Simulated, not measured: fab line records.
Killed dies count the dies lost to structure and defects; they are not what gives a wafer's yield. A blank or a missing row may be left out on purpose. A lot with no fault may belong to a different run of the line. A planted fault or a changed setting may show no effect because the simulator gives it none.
Which of the tools did it? / flow nand_harc / 33 wafers from 11 lots sampled at 2 of the route's 1302 steps

== WHAT EACH GAUGE READ, for each wafer ==
NHARC_P_GATE_CD_MEAS_26 targets a cd of 120 nm.
lot=L697; measured=day 5 13:20; on=cd_sem-01; cd_nm (nm)=119.4 119.5 119.4
lot=L698; measured=day 5 20:08; on=cd_sem-03; cd_nm (nm)=119.3 120.0 119.9
lot=L700; measured=day 6 15:53; on=cd_sem-01; cd_nm (nm)=120.1 121.0 121.0
lot=L701; measured=day 7 10:44; on=cd_sem-01; cd_nm (nm)=119.9 120.5 119.7
lot=L703; measured=day 8 03:15; on=cd_sem-03; cd_nm (nm)=120.1 120.5 120.0
lot=L704; measured=day 8 05:43; on=cd_sem-02; cd_nm (nm)=119.3 119.3 119.5
lot=L705; measured=day 8 17:38; on=cd_sem-01; cd_nm (nm)=120.3 120.1 119.4
lot=L708; measured=day 9 23:06; on=cd_sem-03; cd_nm (nm)=120.2 119.6 119.4
lot=L711; measured=day 10 23:10; on=cd_sem-01; cd_nm (nm)=119.1 118.7 119.3
lot=L710; measured=day 10 23:31; on=cd_sem-01; cd_nm (nm)=112.5 112.6 111.7
lot=L719; measured=day 14 11:53; on=cd_sem-02; cd_nm (nm)=120.5 120.5 120.3

== TOOL THAT RAN EACH LOT (tool first, then ch and the chambers of the sampled wafers, then the start) ==
lot=L697; NHARC_P_GATE_EXPOSE_23=arfi_scanner-01 ch 0, day 5 13:12
lot=L698; NHARC_P_GATE_EXPOSE_23=arfi_scanner-01 ch 0, day 5 20:00
lot=L700; NHARC_P_GATE_EXPOSE_23=arfi_scanner-03 ch 0, day 6 15:44
lot=L701; NHARC_P_GATE_EXPOSE_23=arfi_scanner-03 ch 0, day 7 10:37
lot=L703; NHARC_P_GATE_EXPOSE_23=arfi_scanner-01 ch 0, day 8 03:07
lot=L704; NHARC_P_GATE_EXPOSE_23=arfi_scanner-01 ch 0, day 8 05:34
lot=L705; NHARC_P_GATE_EXPOSE_23=arfi_scanner-02 ch 0, day 8 17:30
lot=L708; NHARC_P_GATE_EXPOSE_23=arfi_scanner-02 ch 0, day 9 22:58
lot=L711; NHARC_P_GATE_EXPOSE_23=arfi_scanner-03 ch 0, day 10 23:01
lot=L710; NHARC_P_GATE_EXPOSE_23=arfi_scanner-03 ch 0, day 10 23:22
lot=L719; NHARC_P_GATE_EXPOSE_23=arfi_scanner-02 ch 0, day 14 11:44
- NHARC_P_GATE_EXPOSE_23: exposes mask P GATE, target cd 120 nm.

== AS READ BY THE TOOLS THEMSELVES (means over the sampled wafers that have a number; for cases with no such wafer, the mark the record gives instead) ==
NHARC_P_GATE_EXPOSE_23.
lot=L697; tool=arfi_scanner-01; reticle_temp_C (C)=22.99
lot=L698; tool=arfi_scanner-01; reticle_temp_C (C)=22.89
lot=L700; tool=arfi_scanner-03; reticle_temp_C (C)=23.13
lot=L701; tool=arfi_scanner-03; reticle_temp_C (C)=23.12
lot=L703; tool=arfi_scanner-01; reticle_temp_C (C)=22.95
lot=L704; tool=arfi_scanner-01; reticle_temp_C (C)=23.06
lot=L705; tool=arfi_scanner-02; reticle_temp_C (C)=22.99
lot=L708; tool=arfi_scanner-02; reticle_temp_C (C)=22.86
lot=L711; tool=arfi_scanner-03; reticle_temp_C (C)=22.98
lot=L710; tool=arfi_scanner-03; reticle_temp_C (C)=23.04
lot=L719; tool=arfi_scanner-02; reticle_temp_C (C)=22.98

== THE ANSWER, worked out from the rows above alone ==
Rule: the lots themselves supply what counts as usual. Put in order of their means at a reading, lots are off if they are a third of the lots or fewer, leave a main group of 4 or more, and stand apart from it by a gap of 3 or more times the standard deviation of the main group's means; of several such gaps the widest counts. Not used: any main group whose means are identical at the precision the tables above print for the reading. A lot without any number at a reading at which 4 lots or more have one is off too. All remaining lots with rows at the step are treated as sound. The gauges are gone through in route order, then the tools' own readings, and for those a lot's mean is taken as printed above. The first step at which some lot is off is used, and at that step the reading that is off furthest; a lot without a number counts as furthest.
Off: L710 (NHARC_P_GATE_CD_MEAS_26, cd_nm). For the main group the mean is 119.9 nm and the standard deviation 0.48.
If a tool, at a process step before that reading, ran all the lots that are off and no sound lot after the first of them, it fits. The gauges at NHARC_P_GATE_CD_MEAS_26 are tried like those tools. Undecided on this evidence; 2 tools fit (arfi_scanner-03 at NHARC_P_GATE_EXPOSE_23, cd_sem-01 at NHARC_P_GATE_CD_MEAS_26).

== WHAT THE SIMULATOR HAD INSERTED ==
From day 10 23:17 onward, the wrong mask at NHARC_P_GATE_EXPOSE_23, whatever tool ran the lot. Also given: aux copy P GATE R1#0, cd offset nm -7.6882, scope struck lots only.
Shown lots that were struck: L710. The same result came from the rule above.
